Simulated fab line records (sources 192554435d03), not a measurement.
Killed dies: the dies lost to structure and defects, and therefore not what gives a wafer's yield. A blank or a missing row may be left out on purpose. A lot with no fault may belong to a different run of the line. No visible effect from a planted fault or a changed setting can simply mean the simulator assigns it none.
Code-filled problem report in 8D (eight disciplines) form -- flow n5-finfet -- the parts of the form that need people (team, actions taken, sign-off) are left out

## 1. WHAT WENT WRONG
Mean of spin-speed-rpm at N5_BEOL_M14_COAT_58: 1669.5 rpm across 6 wafers in 2 lots; on wafers with no fault it is 1500.0 rpm (standard deviation 1.2). That is +99 or more standard deviations from the usual mean.
The step: time 60 s, resist thk 89 nm.
Earliest sighting: wafer L861.4 on litho-track-01 at day 13 17:33. Wafers with a number at this step in the record: 36, from 12 lots. By rule, "out" or "out of limits" means more than 4 standard deviations away from the usual mean. The other wafers with a number count as sound.

## 2. WHAT IT IS, AND WHAT IT ISN'T
question,is,is not
which readings at this step,spin-speed-rpm,"chill-plate-temp-C, plate-temp-C"
which lots,"L858, L861","L853, L854, L855, L856, L867, L868, L870, L873, L874, L876"
which wafers of those lots,all that have a number,-
read on which tools,litho-track-01,"litho-track-02, litho-track-03"
when,from day 13 17:33,"up to then (12 sound wafers); but 18 sound wafers of L867, L868, L870, L873, L874, L876 came after"

## 3. WHAT RULES OUT EACH SUSPECT
Counting: a tool stays on the suspect list if, at a process step up to the reading, it processed all lots that are out and no sound lot following the first of them.
- pecvd-04 at N5_BEOL_M13_DEP_53 (deposits SiCN from 3MS/NH3, target thk 50 nm, time 17.8 s): ruled out as a lasting fault. The sound lots L867, L870, L874, L876 went through it after L861, its earliest lot that is out (day 13 17:13).
- litho-track-01 at N5_BEOL_M14_COAT_58 (time 60 s, resist thk 89 nm): ruled out as a lasting fault. The sound lots L874, L876 went through it after L861, its earliest lot that is out (day 13 17:33).
Left after counting: nothing in the record.

## 4. THE CAUSE (what the simulator had put in)
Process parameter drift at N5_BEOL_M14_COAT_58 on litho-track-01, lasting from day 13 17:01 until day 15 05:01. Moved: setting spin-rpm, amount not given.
Counting ruled it out, wrongly.

## 5. SEQUENCE OF EFFECTS, ordered by route
One row per reading whose mean, taken over the struck wafers that have a number, lies over 3 standard deviations from the usual. Only readings for which the record gives a usual standard deviation are gone through. hours: the time from each lot's start at the first step in this table that gives one to its start at this step, as a median over the lots. sigmas: the change in usual standard deviations.
hours,step,reading,usual,on struck wafers,change,sigmas
0,N5_BEOL_M14_COAT_58,spin-speed-rpm,1500.0 rpm,1669.5,+169.5,+99 or more
Process steps it contains:
- N5_BEOL_M14_COAT_58: time 60 s, resist thk 89 nm.

## 6. WHAT WOULD HAVE CAUGHT IT SOONER
In this record the first reading out of limits was taken at day 13 17:33, 1 hour after the fault began at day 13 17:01.
